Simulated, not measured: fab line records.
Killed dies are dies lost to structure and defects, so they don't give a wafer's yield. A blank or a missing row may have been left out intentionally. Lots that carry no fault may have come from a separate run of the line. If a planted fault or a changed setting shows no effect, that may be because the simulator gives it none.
Chamber matching	flow n5 finfet	4 sister chambers for N5_BEOL_M5_STRIP_36 on rie diel-06
The step strips in N2/H2. 22 wafers are shown with their chamber, then 11 later ones without.

WAFERS WITH THEIR CHAMBER
wafer	chamber	drypump motor current A (A)	showerhead plenum p Torr (Torr)	throttle valve pct (%)
L076.2	0	6.5	2.59	23.64
L076.3	3	4.9	2.54	23.68
L076.5	2	5.7	2.44	23.75
L075.1	0	6.5	2.59	23.63
L075.3	3	5.0	2.54	23.71
L075.6	2	5.7	2.44	23.73
L077.2	1	6.0	2.63	24.07
L077.4	3	4.9	2.54	23.71
L077.6	1	6.0	2.63	24.09
L079.1	3	5.0	2.53	23.70
L079.2	1	6.0	2.63	24.09
L079.4	0	6.5	2.59	23.66
L081.2	0	6.5	2.59	23.67
L081.4	3	4.9	2.53	23.69
L081.6	1	6.0	2.63	24.13
L082.1	2	5.7	2.43	23.75
L082.4	3	4.9	2.53	23.71
L082.6	2	5.7	2.43	23.75
L084.2	1	6.0	2.62	24.11
L084.4	2	5.7	2.43	23.74
L084.5	1	6.1	2.62	24.12
L086.2	3	4.9	2.53	23.71

SIGNATURES (means of the wafers above)
reading	chamber 0	chamber 1	chamber 2	chamber 3	scatter within a chamber
drypump motor current A	6.500	6.017	5.700	4.929	0.0354
showerhead plenum p Torr	2.5900	2.6267	2.4340	2.5343	0.00486
throttle valve pct	23.6500	24.1017	23.7440	23.7014	0.0161
Rule: for each reading, subtract the chamber's mean from the wafer's reading, divide by that reading's scatter and square the result; add these up over the readings and take the root, which gives the wafer's distance from the chamber. If the next closest chamber is less than 2 further off than the closest, the wafer can't be placed; otherwise it belongs to the closest. The scatter: the root of (the sum of the squares of (reading less its chamber's mean) over the shown wafers, divided by (wafers less chambers)).

WAFERS WITH NO CHAMBER GIVEN
wafer	drypump motor current A (A)	showerhead plenum p Torr (Torr)	throttle valve pct (%)
L086.4	6.0	2.62	24.10
L086.5	4.9	2.53	23.74
L091.1	6.0	2.62	24.10
L091.2	4.9	2.53	23.74
L091.4	5.8	2.42	23.76
L092.2	6.5	2.58	23.69
L092.3	6.0	2.62	24.09
L092.5	4.9	2.53	23.75
L096.1	5.7	2.42	23.76
L096.3	6.0	2.62	24.14
L096.4	4.9	2.52	23.74

EACH ONE'S CHAMBER
wafer	from the rows above	in truth
L086.4	1	1
L086.5	3	3
L091.1	1	1
L091.2	3	3
L091.4	2	2
L092.2	0	0
L092.3	1	1
L092.5	3	3
L096.1	2	2
L096.3	1	1
L096.4	3	3
Placed correctly: 11 of 11. From these rows, 0 cannot be placed. Wrongly placed: 0.
